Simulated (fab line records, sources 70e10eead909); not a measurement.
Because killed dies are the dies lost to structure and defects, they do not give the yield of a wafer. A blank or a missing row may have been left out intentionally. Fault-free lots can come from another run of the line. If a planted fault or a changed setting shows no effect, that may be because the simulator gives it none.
Comparing a struck lot with a sound one | flow nand harc | 14 out of 1159 route steps
Sound: wafers L348.2, L348.3, L348.6. Wafers struck: L358.2, L358.3, L358.6. Last of all comes the cause.
Order at every step that has rows: each side's tool, ch and its chambers, its first start. Under that, the readings that differ: sound wafers | struck wafers | difference of the means | sigmas: that difference in standard deviations of wafers without a fault.
alike: readings with means less than 2 such deviations apart, plus words and numbers identical on both sides. not compared: withheld readings, readings lacking a value on some wafer, bounds such as >300 that could conceal the same value, and numbers that have no deviation in the record and whose values overlap.
Wherever a step has rows on one side only, a row that says differs or no value, or a row with sigmas, the two part there. Numbers that have no deviation but don't overlap get no sigmas and don't part them. A reading missing from all wafers of one side parts the sides only when that side holds two or more wafers.

NHARC_P_CONTACT_PVD_32: deposits Ti, target thk 5 nm, time 17.7 s.
  sound on pvd sputter-02; struck on pvd sputter-01
  alike: chamber pressure pa, throttle valve pct
NHARC_P_CONTACT_ALD_22: deposits TiN, target thk 3 nm, pulse time 1 s, ald cycles 150.
  sound on ald metal-03 ch 0,3, day 6 12:44; struck on ald metal-04 ch 2,3, day 8 19:05
  alike: heater power w, precursor pulse height rel
NHARC_P_CONTACT_CVD_23: deposits W, target thk 200 nm, time 557 s.
  sound on cvd w-02 ch 0,1; struck on cvd w-02 ch 0,1
  alike: heater power w, throttle valve pct
NHARC_P_CONTACT_CMP_24: polishes, t overpolish 30 s, target thk 200 nm.
  sound on cmp-01 ch 0,2, day 6 19:24; struck on cmp-01 ch 0,2,3, day 8 19:56
  alike: motor current A, overpolish run s, time to endpoint s
next, for these wafers, 1 step has no rows: NHARC_P_CONTACT_SRD_26.
NHARC_P_CONTACT_INSPECT_27:
  sound on defect inspect-02, day 6 19:47; struck on defect inspect-01, day 8 20:20
  alike: raw defect count
then, 5 steps without rows for these wafers: NHARC_P_M0_DEP_00 (deposits SiOC, target thk 150 nm); NHARC_P_M0_DEHYDRATE_01 (time 120 s); NHARC_P_M0_HMDS_02 (time 30 s); NHARC_P_M0_COAT_33 (time 65 s); NHARC_P_M0_COAT_03 (resist thk 90 nm).
NHARC_P_M0_SOFTBAKE_04: time 55 s.
  sound on litho track-01 ch 0, day 6 20:00; struck on litho track-04 ch 0, day 8 20:00
  reading                  | sound                | struck               | difference | sigmas
  heater power total W (W) | 188.29 188.47 188.29 | 183.79 183.73 183.78 | -4.58      | -33
  alike: plate temp C
next, for these wafers, 1 step has no rows: NHARC_P_M0_EBR_05.
-- record jumps: 15 days between struck wafers' starts before vs after; left off in module P_M0, resumes in module END, first step shown is number 1159 of the route --
NHARC_END_SORT_01:
  sound on prober-02 ch 0, day 19 17:32; struck on prober-02 ch 0, day 23 08:41
  alike: defect limited yield, killed at array, killed at other, killed at periphery, killed dies, killed open, killed short, sort_bin_2_pct, sort_bin_3_pct, sort_bin_4_pct, sort n pass, sort rim yield pct, sort yield pct

WHERE THEY PART
Only at NHARC_P_M0_SOFTBAKE_04, within this record. Later steps at which nothing parts them and some readings are alike: NHARC_END_SORT_01.

WHY: the cause the simulator had injected
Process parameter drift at NHARC_P_M0_SOFTBAKE_04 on litho track-04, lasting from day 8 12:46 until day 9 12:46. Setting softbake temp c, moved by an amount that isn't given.
